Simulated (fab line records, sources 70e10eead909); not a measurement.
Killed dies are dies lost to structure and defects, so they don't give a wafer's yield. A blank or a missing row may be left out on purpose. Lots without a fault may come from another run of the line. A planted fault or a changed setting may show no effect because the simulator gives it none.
fab line records | flow nand_harc
record lots=24 wafers=72 last_day=25
route steps=1159 shown A_CONTACT@896 A_BLC@980
lots that met no fault: from a run of the same line without faults
start_h: hours from the record's first day to the start of the lot's first wafer shown | wait_h: hours since the lot's step before | " the same as in the row above | L1.1+2: a row that stands for several wafers | - no value, or no start given | * or withheld: withheld | < > ~ a bound
route shown NAME@n: a module of which the file shows steps, and the number in the route of the first | usual: mean/standard deviation of fault-free wafers | same: alike in all rows | chamber/n: place in a boat | sites: the reading at each site | _std_site: their standard deviation | _edge_site: outer sites' mean less inner sites' | radius_mm: how far each site lies from the wafer's centre | mask NAME#n: copy n | behind: the tool/chamber that last shaped the wafer | hold: why the lot was held/for how many hours/how that ended | device: the transistor (n, p or np) that didn't switch | end of line: the same wafers' tests at the end of the route | a step without rows: its recipe alone | killed: dies lost to structure and defects at the first sort, not the wafer's yield | map: a wafer's dies, x killed, . not, _ none there
set.NAME: the setting as run; set.NAME@STEP: as run at that earlier step | model.NAME: the simulator's own value behind a step, which no gauge read
steps of the route over a sample of lots; a table a step, a row a wafer
services: from which hour (start_h, from the record's first day; less than 0 if before it) a tool's chamber was out of use, for how many hours, and why
## steps
# step NHARC_A_CONTACT_CD_MEAS_69
# recipe target_cd_nm=200 landing_energy_ev=500
# usual cd_nm=199.9/0.62
# columns lot.wafer tool chamber start_h wait_h cd_nm
L074.1 cd_sem-01 0 380.43 - 200.3
L074.3 " 0 " " 199.5
L074.4 " 0 " " 199.8
L076.2 cd_sem-03 0 385.51 - 199.7
L076.3 " 0 " " 198.6
L076.5 " 0 " " 199.3
L075.1 cd_sem-02 0 388.32 - 199.6
L075.4 " 0 " " 198.9
L075.5 " 0 " " 200.6
L077.1 cd_sem-01 0 404.41 - 200.1
L077.2 " 0 " " 200.6
L077.3 " 0 " " 199.8
L079.1 cd_sem-01 0 406.84 - 200.2
L079.2 " 0 " " 199.3
L079.3 " 0 " " 200.1
L078.1 cd_sem-02 0 410.08 - 199.5
L078.5 " 0 " " 199.9
L078.6 " 0 " " 199.8
L082.1 cd_sem-01 0 424.15 - 198.9
L082.4 " 0 " " 199.1
L082.6 " 0 " " 198.4
L081.2 cd_sem-01 0 426.12 - 200.8
L081.5 " 0 " " 200.4
L081.6 " 0 " " 200.5
L080.3 cd_sem-02 0 430.31 - 199.7
L080.4 " 0 " " 200.2
L080.6 " 0 " " 200.0
L083.1 cd_sem-01 0 433.29 - 199.6
L083.3 " 0 " " 200.0
L083.6 " 0 " " 199.9
L084.2 cd_sem-01 0 436.51 - 199.4
L084.3 " 0 " " 199.0
L084.4 " 0 " " 199.2
L087.2 cd_sem-02 0 445.44 - 200.4
L087.4 " 0 " " 201.0
L087.5 " 0 " " 199.8
L088.2 cd_sem-02 0 446.27 - 200.2
L088.4 " 0 " " 199.4
L088.5 " 0 " " 199.9
L086.3 cd_sem-02 0 451.12 - 200.5
L086.4 " 0 " " 201.5
L086.5 " 0 " " 201.3
L085.3 cd_sem-02 0 456.19 - 200.7
L085.5 " 0 " " 199.9
L085.6 " 0 " " 201.0
L089.1 cd_sem-02 0 461.02 - 198.8
L089.5 " 0 " " 198.9
L089.6 " 0 " " 200.1
L090.3 cd_sem-01 0 466.59 - 199.8
L090.4 " 0 " " 200.4
L090.5 " 0 " " 200.1
L091.2 cd_sem-02 0 466.74 - 199.7
L091.5 " 0 " " 199.6
L091.6 " 0 " " 199.7
L092.1 cd_sem-02 0 476.42 - 198.8
L092.5 " 0 " " 199.5
L092.6 " 0 " " 200.0
L093.2 cd_sem-01 0 488.04 - 199.9
L093.3 " 0 " " 200.1
L093.6 " 0 " " 199.7
L094.1 cd_sem-01 0 489.27 - 200.7
L094.4 " 0 " " 200.2
L094.6 " 0 " " 201.3
L095.3 cd_sem-03 0 493.05 - 200.4
L095.5 " 0 " " 200.5
L095.6 " 0 " " 199.3
L096.1 cd_sem-01 0 494.10 - 199.8
L096.2 " 0 " " 200.1
L096.4 " 0 " " 200.2
L097.2 cd_sem-02 0 525.35 - 200.4
L097.3 " 0 " " 199.1
L097.4 " 0 " " 199.2
# step NHARC_A_CONTACT_DESCUM_74
# recipe time_s=3 o2_flow_sccm=200 ar_flow_sccm=0 bias_power_w=0 chemistry=O2
# usual drypump_motor_current_A=5.5/0.49 mfc_ar_sccm=0.008/0.011 oes_product_au=0.999/0.0081 rf_vpp_V=57.6/1 showerhead_plenum_p_Torr=1.87/0.092 throttle_valve_pct=11.310/0.0093
# columns lot.wafer tool chamber start_h wait_h drypump_motor_current_A mfc_ar_sccm oes_product_au rf_hours_counter_h rf_vpp_V showerhead_plenum_p_Torr throttle_valve_pct
L074.3 rie_diel-01 0 380.63 0.1 4.9 0 0.988 8 59.3 2.00 11.324
L074.4 " 1 " " 5.1 0 0.994 8 58.1 1.84 11.316
L074.1 " 2 " " 5.3 0.012 0.988 8 58.8 1.80 11.308
L076.2 rie_diel-04 1 385.72 0.1 6.5 0.026 1.024 36 57.7 1.91 11.309
L076.3 " 2 " " 6.3 0 0.997 32 58.7 2.07 11.309
L076.5 " 0 " " 5.8 0.015 0.985 - 58.3 1.78 11.310
L075.1 rie_diel-13 0 388.51 0.1 5.2 0.036 0.999 40 55.6 1.80 11.314
L075.4 " 3 " " 5.4 0.026 0.985 - 57.3 2.04 11.296
L075.5 " 0 " " 5.3 0.036 0.997 - 57.3 1.80 11.302
L077.1 rie_diel-01 1 404.61 0.1 5.1 0 0.991 12 58.2 1.84 11.316
L077.3 " 2 " " 5.3 0.012 0.988 12 57.0 1.80 11.309
L077.2 " 3 " " 5.9 0 1.004 12 56.4 1.79 11.328
L079.3 rie_diel-01 1 407.03 0.1 5.1 0 1.005 13 58.4 1.84 11.308
L079.1 " 3 " " 5.9 0 1.016 13 57.3 1.79 11.303
L079.2 " 0 " " 4.9 0 1.000 12 57.3 2.00 11.324
L078.1 rie_diel-04 2 410.29 0.1 6.3 0 0.989 43 58.4 2.06 11.323
L078.5 " 3 " " 6.1 0 0.997 - 57.7 1.81 11.298
L078.6 " 2 " " 6.3 0 0.998 - 57.8 2.06 11.297
L082.1 rie_diel-01 2 424.33 0.1 5.4 0.012 1.004 16 58.2 1.80 11.303
L082.4 " 3 " " 5.9 0 1.010 - 57.2 1.79 11.310
L082.6 " 1 " " 5.1 0 0.998 - 57.6 1.84 11.322
L081.2 rie_diel-01 0 426.32 0.1 4.9 0 1.000 15 59.9 2.00 11.302
L081.5 " 3 " " 5.9 0 1.006 - 56.9 1.79 11.309
L081.6 " 0 " " 4.8 0 1.006 - 58.8 2.00 11.297
L080.4 rie_diel-01 2 430.50 0.1 5.3 0.012 1.004 18 56.0 1.80 11.320
L080.3 " 3 " " 5.9 0 1.001 18 57.6 1.79 11.309
L080.6 " 3 " " 5.9 0 1.002 - 55.7 1.79 11.326
L083.3 rie_diel-01 1 433.48 0.1 5.0 0 1.004 19 56.0 1.83 11.297
L083.1 " 0 " " 4.9 0 0.992 17 57.5 2.00 11.315
L083.6 " 1 " " 5.1 0 1.004 - 56.2 1.84 11.309
L084.4 rie_diel-13 0 436.69 0.1 5.3 0.036 0.999 55 56.9 1.79 11.313
L084.2 " 1 " " 6.3 0.014 1.004 55 57.0 1.87 11.309
L084.3 " 3 " " 5.4 0.026 0.987 54 59.3 2.04 11.295
L087.4 rie_diel-01 3 445.68 0.1 5.9 0 0.997 22 58.0 1.79 11.321
L087.2 " 2 " " 5.3 0.012 0.992 22 57.1 1.80 11.299
L087.5 " 3 " " 5.9 0 1.003 - 56.8 1.79 11.314
L088.2 rie_diel-01 0 446.58 0.2 4.9 0 0.997 20 56.4 2.00 11.313
L088.4 " 1 " " 5.1 0 1.002 22 59.0 1.83 11.314
L088.5 " 1 " " 5.1 0 1.008 - 58.5 1.83 11.326
L086.3 rie_diel-01 1 451.30 0.1 5.1 0 1.001 23 57.4 1.83 11.311
L086.4 " 3 " " 5.9 0 1.006 24 57.1 1.79 11.315
L086.5 " 2 " " 5.3 0.012 1.001 - 55.6 1.80 11.322
L085.3 rie_diel-01 3 456.37 0.1 5.9 0 1.014 26 57.0 1.79 11.300
L085.5 " 3 " " 5.9 0 1.012 - 57.7 1.79 11.307
L085.6 " 0 " " 4.8 0 1.003 - 59.9 1.99 11.296
L089.1 rie_diel-01 3 461.23 0.1 5.9 0 1.010 28 57.2 1.79 11.302
L089.5 " 0 " " 4.9 0 0.999 - 57.8 1.99 11.307
L089.6 " 1 " " 5.1 0 1.006 - 57.0 1.83 11.314
L090.4 rie_diel-01 2 466.77 0.1 5.3 0.012 1.000 29 56.8 1.79 11.307
L090.3 " 0 " " 4.9 0 0.996 27 57.5 1.99 11.298
L090.5 " 2 " " 5.3 0.012 1.002 - 57.5 1.79 11.296
L091.2 rie_diel-13 0 466.94 0.1 5.3 0.036 1.002 0 57.5 1.79 11.331
L091.5 " 3 " " 5.4 0.026 1.002 - 57.8 2.03 11.311
L091.6 " 0 " " 5.3 0.036 1.006 - 57.1 1.79 11.307
L092.1 rie_diel-01 2 476.63 0.1 5.3 0.012 0.988 31 56.9 1.79 11.312
L092.6 " 3 " " 5.9 0 1.000 - 54.3 1.79 11.305
L092.5 " 0 " " 4.9 0 0.998 - 57.4 1.99 11.323
L093.3 rie_diel-01 0 488.24 0.1 4.9 0 0.992 32 59.1 1.99 11.294
L093.2 " 1 " " 5.1 0 1.006 33 56.8 1.83 11.330
L093.6 " 3 " " 5.9 0 1.012 - 57.2 1.78 11.309
L094.1 rie_diel-04 0 489.46 0.1 5.8 0.015 0.999 3 57.4 2.08 11.308
L094.4 " 2 " " 6.3 0 1.007 4 58.8 2.05 11.308
L094.6 " 1 " " 6.5 0.026 1.011 - 56.7 1.89 11.294
L095.3 rie_diel-13 1 493.22 0.1 6.3 0.014 1.012 9 57.2 1.87 11.286
L095.6 " 1 " " 6.3 0.014 1.001 - 58.1 1.87 11.317
L095.5 " 2 " " 5.8 0.010 0.990 - 58.6 1.85 11.312
L096.2 rie_diel-13 1 494.29 0.1 6.2 0.014 0.991 10 56.9 1.87 11.322
L096.4 " 3 " " 5.4 0.026 0.997 10 58.7 2.03 11.303
L096.1 " 0 " " 5.3 0.036 0.997 11 57.9 1.79 11.325
L097.3 rie_diel-01 2 525.53 0.1 5.3 0.012 1.000 4 57.4 1.79 11.315
L097.4 " 3 " " 5.9 0 1.010 3 59.8 1.78 11.305
L097.2 " 1 " " 5.1 0 1.003 4 56.0 1.83 11.300
# step NHARC_A_CONTACT_ETCH_124
# recipe source_w=withheld pressure_mtorr=20 bias_v=withheld time_s=140 target_depth_a=7000 ar_flow_sccm=withheld c4f8_flow_sccm=withheld o2_flow_sccm=withheld chemistry=C4F8/O2/Ar
# usual oes_air_line_au=0.999/0.021
# columns lot.wafer tool chamber start_h wait_h oes_air_line_au rf_hours_counter_h
L074.1 har_cap_etch-02 0 381.78 - 1.011 9
L074.4 " 1 " " 0.985 -
L074.3 " 0 " " 1.006 -
L076.2 har_cap_etch-03 1 387.06 - 1.029 83
L076.3 " 1 " " 0.986 -
L076.5 " 0 " " 0.970 -
L075.1 har_cap_etch-02 0 389.83 - 1.036 11
L075.4 " 1 " " 1.015 -
L075.5 " 1 " " 1.015 -
L077.1 har_cap_etch-02 1 405.74 - 1.010 14
L077.2 " 0 " " 1.008 14
L077.3 " 0 " " 0.993 -
L079.2 har_cap_etch-01 1 408.26 - 0.989 61
L079.1 " 0 " " 0.954 61
L079.3 " 1 " " 0.995 -
L078.1 har_cap_etch-03 0 411.75 - 1.020 86
L078.5 " 0 " " 1.016 -
L078.6 " 1 " " 1.036 -
L082.1 har_cap_etch-02 1 425.57 - 0.976 17
L082.4 " 1 " " 1.006 -
L082.6 " 1 " " 1.002 -
L081.2 har_cap_etch-03 1 427.51 - 0.991 90
L081.5 " 0 " " 0.960 -
L081.6 " 1 " " 0.992 -
L080.4 har_cap_etch-01 0 431.70 - 1.002 -
L080.3 " 1 " " 0.986 -
L080.6 " 1 " " 0.987 -
L083.1 har_cap_etch-02 1 434.62 - 1.023 20
L083.3 " 1 " " 1.027 -
L083.6 " 1 " " 0.986 -
L084.2 har_cap_etch-03 1 437.87 - 1.009 92
L084.3 " 1 " " 0.996 -
L084.4 " 0 " " 1.000 -
L087.2 har_cap_etch-03 0 447.24 - 1.018 94
L087.4 " 1 " " 1.018 -
L087.5 " 0 " " 0.987 -
L088.2 har_cap_etch-01 0 448.14 - 1.002 69
L088.4 " 1 " " 1.021 -
L088.5 " 1 " " 1.011 -
L086.3 har_cap_etch-01 0 452.50 - 0.983 -
L086.4 " 1 " " 1.000 -
L086.5 " 0 " " 1.003 -
L085.3 har_cap_etch-02 0 457.79 - 0.983 -
L085.6 " 1 " " 0.971 -
L085.5 " 0 " " 0.991 -
L089.1 har_cap_etch-01 1 462.48 - 1.016 74
L089.6 " 1 " " 0.993 -
L089.5 " 0 " " 0.998 -
L090.4 har_cap_etch-02 1 467.99 - 0.988 -
L090.3 " 0 " " 0.985 -
L090.5 " 0 " " 0.978 -
L091.2 har_cap_etch-01 1 468.12 - 1.023 75
L091.5 " 1 " " 1.010 -
L091.6 " 0 " " 1.033 -
L092.1 har_cap_etch-02 0 477.76 - 1.027 31
L092.5 " 1 " " 1.031 -
L092.6 " 0 " " 1.043 -
L093.2 har_cap_etch-03 1 489.36 - 0.990 101
L093.3 " 1 " " 0.989 -
L093.6 " 1 " " 0.971 -
L094.1 har_cap_etch-01 0 490.58 - 1.021 80
L094.4 " 0 " " 1.002 -
L094.6 " 1 " " 0.984 -
L095.3 har_cap_etch-02 1 494.54 - 1.012 -
L095.6 " 1 " " 0.976 -
L095.5 " 0 " " 1.037 -
L096.1 har_cap_etch-03 0 495.54 - 0.980 103
L096.2 " 1 " " 1.029 103
L096.4 " 1 " " 1.032 -
L097.2 har_cap_etch-02 0 526.65 - 1.000 38
L097.3 " 0 " " 0.980 -
L097.4 " 1 " " 0.994 -
# step NHARC_A_CONTACT_ETCH_128
# recipe source_w=withheld pressure_mtorr=20 bias_v=1200 time_s=155 target_depth_a=9560 ar_flow_sccm=withheld c4f8_flow_sccm=withheld o2_flow_sccm=withheld chemistry=C4F8/O2/Ar
# usual oes_air_line_au=1.003/0.02
# columns lot.wafer tool chamber start_h wait_h oes_air_line_au rf_hours_counter_h
L074.1 har_cap_etch-02 0 382.40 0.1 0.975 10
L074.4 " 1 " " 1.003 -
L074.3 " 0 " " 0.972 -
L076.2 har_cap_etch-03 1 387.69 0.1 1.039 83
L076.3 " 1 " " 1.017 -
L076.5 " 0 " " 1.026 -
L075.1 har_cap_etch-02 0 390.45 0.1 0.981 12
L075.4 " 1 " " 1.025 -
L075.5 " 1 " " 0.985 -
L077.1 har_cap_etch-02 1 406.36 0.1 0.984 14
L077.2 " 0 " " 1.023 14
L077.3 " 0 " " 1.016 -
L079.2 har_cap_etch-01 1 408.88 0.1 1.006 62
L079.1 " 0 " " 1.055 62
L079.3 " 1 " " 1.021 -
L078.1 har_cap_etch-03 0 412.37 0.1 0.999 87
L078.5 " 0 " " 1.042 -
L078.6 " 1 " " 1.015 -
L082.1 har_cap_etch-02 1 426.19 0.1 0.965 18
L082.4 " 1 " " 0.979 -
L082.6 " 1 " " 0.961 -
L081.2 har_cap_etch-03 1 428.13 0.1 1.021 91
L081.5 " 0 " " 0.987 -
L081.6 " 1 " " 0.986 -
L080.4 har_cap_etch-01 0 432.31 0.1 1.045 -
L080.3 " 1 " " 1.008 -
L080.6 " 1 " " 1.003 -
L083.1 har_cap_etch-02 1 435.25 0.1 1.043 20
L083.3 " 1 " " 1.023 -
L083.6 " 1 " " 1.028 -
L084.2 har_cap_etch-03 1 438.70 0.2 1.029 93
L084.3 " 1 " " 1.000 -
L084.4 " 0 " " 0.975 -
L087.2 har_cap_etch-03 0 448.35 0.2 1.029 95
L087.4 " 1 " " 1.019 -
L087.5 " 0 " " 1.034 -
L088.2 har_cap_etch-01 0 448.75 0.1 1.015 70
L088.4 " 1 " " 1.007 -
L088.5 " 1 " " 1.011 -
L086.3 har_cap_etch-01 0 453.10 0.1 0.959 -
L086.4 " 1 " " 1.021 -
L086.5 " 0 " " 0.979 -
L085.3 har_cap_etch-02 0 458.38 0.1 0.983 -
L085.6 " 1 " " 0.998 -
L085.5 " 0 " " 0.995 -
L089.1 har_cap_etch-01 1 463.10 0.1 1.007 74
L089.6 " 1 " " 0.992 -
L089.5 " 0 " " 0.976 -
L090.4 har_cap_etch-02 1 468.59 0.1 1.010 -
L090.3 " 0 " " 1.013 -
L090.5 " 0 " " 1.020 -
L091.2 har_cap_etch-01 1 468.75 0.1 1.025 76
L091.5 " 1 " " 0.993 -
L091.6 " 0 " " 0.993 -
L092.1 har_cap_etch-02 0 478.38 0.1 1.022 31
L092.5 " 1 " " 1.016 -
L092.6 " 0 " " 1.011 -
L093.2 har_cap_etch-03 1 489.99 0.1 1.017 102
L093.3 " 1 " " 1.017 -
L093.6 " 1 " " 1.012 -
L094.1 har_cap_etch-01 0 491.21 0.1 1.010 80
L094.4 " 0 " " 0.995 -
L094.6 " 1 " " 1.001 -
L095.3 har_cap_etch-02 1 495.15 0.1 1.029 -
L095.6 " 1 " " 0.998 -
L095.5 " 0 " " 0.977 -
L096.1 har_cap_etch-03 0 496.16 0.1 1.008 103
L096.2 " 1 " " 0.975 103
L096.4 " 1 " " 0.992 -
L097.2 har_cap_etch-02 0 527.28 0.1 1.041 39
L097.3 " 0 " " 1.016 -
L097.4 " 1 " " 0.995 -
# step NHARC_A_CONTACT_ETCH_92
# recipe target_depth_a=400 over_etch_frac=0.5 time_s=85.7 ion_energy_ev=120 ch3f_flow_sccm=50 o2_flow_sccm=30 ar_flow_sccm=200 rf_w=500 bias_w=100 chemistry=CH3F/O2
# usual bias_w=99.95/0.29 drypump_motor_current_A=5.7/0.52 mfc_ar_sccm=199.9/0.67 oes_product_au=0.95/0.035 rf_vpp_V=243.9/1.9 showerhead_plenum_p_Torr=2.43/0.13 throttle_valve_pct=20.663/0.0089
# columns lot.wafer tool chamber start_h wait_h bias_w drypump_motor_current_A mfc_ar_sccm oes_product_au rf_hours_counter_h rf_vpp_V showerhead_plenum_p_Torr throttle_valve_pct
L074.4 rie_diel-01 2 389.46 0.3 99.18 5.3 199.9 0.93 11 242.5 2.32 20.649
L074.3 " 3 " " 99.61 5.9 200.9 0.94 11 241.0 2.31 20.676
L074.1 " 1 " " 100.43 5.1 199.3 0.93 11 243.3 2.36 20.667
L076.2 rie_diel-01 1 394.72 0.4 99.82 5.1 200.3 1.00 11 242.5 2.36 20.670
L076.3 " 2 " " 99.79 5.3 199.2 1.00 11 241.3 2.32 20.664
L076.5 " 1 " " 99.71 5.0 199.3 1.00 - 242.4 2.36 20.654
L075.4 rie_diel-13 1 397.32 0.3 100.27 6.3 199.0 0.92 43 244.5 2.41 20.658
L075.1 " 2 " " 100.01 5.8 199.8 0.92 44 243.4 2.39 20.663
L075.5 " 0 " " 100.09 5.3 199.0 0.92 - 243.2 2.31 20.651
L077.2 rie_diel-01 0 416.07 0.4 100.07 4.8 200.3 0.92 14 245.5 2.56 20.669
L077.3 " 1 " " 99.97 5.1 200.1 0.93 14 243.0 2.36 20.674
L077.1 " 3 " " 100.02 5.9 199.4 0.93 14 242.9 2.31 20.658
L079.3 rie_diel-04 0 416.94 0.3 99.92 5.8 200.0 0.91 45 240.8 2.29 20.654
L079.1 " 1 " " 99.89 6.5 198.2 0.93 51 243.4 2.44 20.658
L079.2 " 2 " " 100.35 6.3 201.1 0.93 47 245.2 2.64 20.647
L078.1 rie_diel-04 2 422.72 0.4 99.86 6.3 200.1 0.93 49 247.2 2.64 20.664
L078.5 " 2 " " 100.13 6.3 199.5 0.92 - 247.9 2.64 20.664
L078.6 " 3 " " 99.68 6.2 200.7 0.93 - 245.1 2.33 20.665
L082.4 rie_diel-04 2 433.92 0.3 100.04 6.3 200.4 0.92 53 245.9 2.64 20.663
L082.1 " 1 " " 100.34 6.5 198.6 0.94 58 243.3 2.44 20.683
L082.6 " 2 " " 100.04 6.3 199.7 0.93 - 246.8 2.64 20.657
L081.2 rie_diel-13 2 436.75 0.3 100.35 5.8 200.2 0.92 54 241.9 2.39 20.662
L081.6 " 2 " " 100.27 5.8 200.9 0.92 - 246.2 2.39 20.672
L081.5 " 3 " " 99.93 5.4 199.0 0.91 - 245.1 2.61 20.677
L080.4 rie_diel-13 0 439.83 0.3 99.94 5.3 201.2 0.92 56 241.3 2.31 20.656
L080.3 " 2 " " 100.09 5.8 199.9 0.92 55 243.3 2.39 20.651
L080.6 " 0 " " 99.90 5.3 199.7 0.93 - 242.4 2.31 20.670
L083.3 rie_diel-01 0 444.47 0.3 99.96 4.8 199.7 0.93 20 245.2 2.56 20.672
L083.1 " 1 " " 99.93 5.1 200.8 0.93 22 242.5 2.36 20.669
L083.6 " 3 " " 100.13 5.9 200.0 0.93 - 242.7 2.30 20.676
L084.4 rie_diel-01 3 445.59 0.3 99.71 5.9 201.4 0.93 22 242.8 2.30 20.655
L084.3 " 0 " " 99.84 4.9 199.8 0.93 20 245.9 2.56 20.649
L084.2 " 1 " " 100.15 5.1 200.7 0.92 22 244.0 2.36 20.651
L088.2 rie_diel-04 3 455.41 0.3 99.78 6.2 200.2 0.93 52 242.7 2.33 20.657
L088.4 " 0 " " 99.84 5.8 200.0 0.93 59 242.0 2.28 20.676
L088.5 " 3 " " 99.72 6.1 199.4 0.92 - 242.3 2.33 20.653
L087.2 rie_diel-01 0 456.04 0.4 99.64 4.9 201.0 0.93 23 246.5 2.56 20.674
L087.4 " 3 " " 100.72 5.8 200.1 0.92 26 242.2 2.30 20.657
L087.5 " 1 " " 100.06 5.1 199.7 0.92 - 244.4 2.36 20.657
L086.3 rie_diel-01 2 461.70 0.4 100.21 5.3 199.6 0.92 28 242.4 2.31 20.674
L086.4 " 1 " " 99.34 5.1 200.1 0.91 27 243.1 2.36 20.650
L086.5 " 2 " " 100.10 5.3 199.5 0.91 - 242.1 2.31 20.662
L085.3 rie_diel-01 2 467.27 0.3 100.40 5.3 199.1 0.92 29 241.5 2.31 20.646
L085.5 " 0 " " 100.45 4.9 199.6 0.93 - 243.8 2.56 20.675
L085.6 " 1 " " 100.36 5.1 199.5 0.92 - 243.7 2.36 20.659
L089.1 rie_diel-13 2 471.18 0.3 99.72 5.8 200.5 1.01 2 243.5 2.38 20.656
L089.6 " 1 " " 100.09 6.3 200.1 1.00 - 244.2 2.41 20.653
L089.5 " 2 " " 99.82 5.8 199.6 1.00 - 244.0 2.38 20.652
L091.2 rie_diel-04 0 476.66 0.4 100.11 5.8 199.9 1.00 0 246.7 2.66 20.653
L091.6 " 2 " " 99.60 6.3 199.5 0.99 - 246.9 2.63 20.684
L091.5 " 3 " " 99.95 6.2 200.2 1.00 - 242.1 2.32 20.656
L090.4 rie_diel-04 2 476.78 0.3 99.76 6.4 200.2 1.02 0 246.4 2.63 20.653
L090.3 " 3 " " 99.78 6.2 200.4 1.00 0 243.5 2.33 20.662
L090.5 " 1 " " 99.93 6.6 201.3 1.01 - 245.0 2.44 20.667
L092.1 rie_diel-01 3 484.95 0.4 100.34 5.9 200.2 1.00 33 242.0 2.30 20.662
L092.6 " 1 " " 99.91 5.1 200.1 1.00 - 244.2 2.36 20.663
L092.5 " 2 " " 99.62 5.3 199.1 0.99 - 243.2 2.31 20.660
L093.2 rie_diel-04 3 498.27 0.4 99.86 6.2 199.7 0.94 8 242.2 2.32 20.663
L093.3 " 1 " " 99.84 6.5 200.0 0.94 7 244.3 2.43 20.668
L093.6 " 3 " " 100.09 6.2 200.5 0.93 - 241.3 2.32 20.658
L094.4 rie_diel-04 0 498.72 0.3 100.06 5.8 199.4 0.92 8 246.2 2.66 20.665
L094.1 " 3 " " 100.10 6.2 200.0 0.92 8 243.3 2.32 20.666
L094.6 " 1 " " 99.99 6.5 200.9 0.93 - 243.0 2.43 20.664
L095.3 rie_diel-01 3 502.53 0.3 99.47 5.9 200.5 1.01 0 242.6 2.30 20.674
L095.5 " 1 " " 99.95 5.1 201.5 1.01 - 242.1 2.36 20.660
L095.6 " 2 " " 99.68 5.3 200.2 0.99 - 242.0 2.31 20.668
L096.2 rie_diel-13 2 503.43 0.3 100.05 5.8 199.8 0.96 11 243.5 2.38 20.673
L096.1 " 3 " " 99.72 5.5 199.7 0.99 14 246.0 2.60 20.660
L096.4 " 0 " " 99.81 5.3 200.4 0.99 15 242.2 2.30 20.657
L097.2 rie_diel-04 0 534.23 0.3 99.50 5.8 201.5 0.93 22 246.3 2.65 20.667
L097.4 " 1 " " 100.56 6.5 199.4 0.95 22 243.7 2.43 20.665
L097.3 " 3 " " 100.22 6.1 199.9 0.92 21 241.3 2.32 20.674
# step NHARC_A_BLC_ETCH_18
# recipe target_depth_a=9100 c4f8_flow_sccm=20 o2_flow_sccm=10 ar_flow_sccm=withheld rf_w=600 bias_w=1500 chemistry=C4F8/O2/Ar
# usual bias_w=1500/4 oes_product_au=0.951/0.022 rf_vpp_V=981/6.2
# columns lot.wafer tool chamber start_h wait_h bias_w oes_product_au rf_hours_counter_h rf_vpp_V
L074.4 rie_diel-08 0 - - 1502 0.972 9 989
L074.3 " 1 " " 1500 0.956 9 987
L074.1 " 3 " " 1505 0.983 10 979
L076.3 rie_diel-08 2 - - 1498 0.961 9 975
L076.2 " 1 " " 1496 0.937 11 987
L076.5 " 2 " " 1499 0.966 - 974
L075.1 rie_diel-11 1 - - 1500 0.954 2 971
L075.4 " 0 " " 1492 0.960 2 982
L075.5 " 2 " " 1499 0.980 - 988
L077.2 rie_diel-02 0 - - 1496 0.956 29 975
L077.3 " 1 " " 1495 0.964 28 973
L077.1 " 2 " " 1498 0.971 29 975
L079.1 rie_diel-11 1 - - 1496 0.991 4 971
L079.2 " 2 " " 1502 0.987 5 988
L079.3 " 3 " " 1501 0.969 4 988
L078.1 rie_diel-08 0 - - 1500 0.923 13 987
L078.5 " 3 " " 1503 0.930 - 978
L078.6 " 0 " " 1505 0.921 - 987
L082.4 rie_diel-08 0 - - 1508 0.958 14 989
L082.1 " 1 " " 1506 0.956 14 987
L082.6 " 2 " " 1497 0.972 - 974
L081.2 rie_diel-02 0 - - 1497 0.936 34 975
L081.6 " 2 " " 1503 0.918 - 977
L081.5 " 3 " " 1500 0.935 - 982
L080.4 rie_diel-08 3 - - 1501 0.925 15 979
L080.3 " 1 " " 1496 0.926 15 986
L080.6 " 2 " " 1491 0.937 - 974
L083.3 rie_diel-08 3 - - 1494 0.939 15 978
L083.1 " 1 " " 1504 0.923 15 987
L083.6 " 3 " " 1498 0.940 - 977
L084.2 rie_diel-08 0 - - 1501 0.971 16 987
L084.3 " 2 " " 1499 0.985 15 973
L084.4 " 3 " " 1500 0.974 16 978
L088.4 rie_diel-08 1 - - 1508 0.936 17 989
L088.2 " 0 " " 1498 0.922 17 986
L088.5 " 1 " " 1508 0.936 - 988
L087.2 rie_diel-11 0 - - 1502 0.947 9 983
L087.5 " 1 " " 1497 0.936 - 973
L087.4 " 3 " " 1508 0.946 - 985
L086.4 rie_diel-08 2 - - 1498 0.986 17 973
L086.3 " 3 " " 1494 0.970 18 979
L086.5 " 3 " " 1499 0.964 - 977
L085.3 rie_diel-11 3 - - 1506 0.947 11 987
L085.5 " 0 " " 1497 0.936 - 982
L085.6 " 1 " " 1502 0.926 - 972
L089.1 rie_diel-08 0 - - 1501 0.917 19 987
L089.6 " 0 " " 1504 0.925 - 989
L089.5 " 1 " " 1494 0.927 - 987
L091.2 rie_diel-11 0 - - 1497 0.929 13 984
L091.6 " 1 " " 1502 0.930 - 971
L091.5 " 2 " " 1496 0.940 - 987
L090.3 rie_diel-02 3 - - 1499 0.928 59 980
L090.4 " 0 " " 1497 0.920 56 974
L090.5 " 0 " " 1502 0.921 - 976
L092.1 rie_diel-11 3 - - 1503 0.940 14 987
L092.6 " 0 " " 1507 0.935 - 983
L092.5 " 3 " " 1500 0.945 - 987
L093.2 rie_diel-08 3 - - 1504 0.984 2 979
L093.3 " 0 " " 1501 0.947 1 987
L093.6 " 2 " " 1504 0.996 - 972
L094.1 rie_diel-11 0 - - 1500 0.930 14 984
L094.4 " 3 " " 1498 0.933 - 987
L094.6 " 2 " " 1500 0.932 - 988
L095.3 rie_diel-08 2 - - 1503 0.982 2 973
L095.5 " 0 " " 1499 0.958 - 988
L095.6 " 1 " " 1492 0.970 - 988
L096.1 rie_diel-08 1 - - 1500 0.959 2 987
L096.2 " 2 " " 1505 0.955 2 973
L096.4 " 3 " " 1501 0.965 2 979
L097.4 rie_diel-08 2 - - 1498 0.984 5 974
L097.3 " 3 " " 1498 0.964 5 978
L097.2 " 1 " " 1500 0.974 5 988
## services
# columns tool chamber start_h hours kind
rie_diel-08 2 360.29 10.5 repair
rie_diel-11 1 364.91 8.4 repair
rie_diel-04 3 365.31 26.3 repair
rie_diel-11 - 366.50 9.0 pm
rie_diel-01 0 372.87 - clean
rie_diel-01 1 372.87 - clean
rie_diel-01 2 372.87 - clean
rie_diel-01 3 372.87 - clean
rie_diel-01 0 391.93 6.4 repair
rie_diel-01 1 397.39 - clean
rie_diel-01 2 397.39 - clean
rie_diel-04 0 406.09 10.4 repair
rie_diel-13 2 415.09 6.4 repair
rie_diel-01 0 422.42 2.4 repair
rie_diel-13 - 453.00 9.0 pm
rie_diel-11 2 455.87 6.0 repair
rie_diel-11 2 465.20 21.8 repair
rie_diel-04 - 467.04 9.0 pm
rie_diel-08 - 478.97 9.0 pm
har_cap_etch-01 - 479.00 0.8 repair
rie_diel-13 2 494.78 4.1 repair
rie_diel-02 - 504.98 9.0 pm
rie_diel-04 3 519.94 5.5 repair
rie_diel-13 0 531.08 2.8 repair
## key
fault none
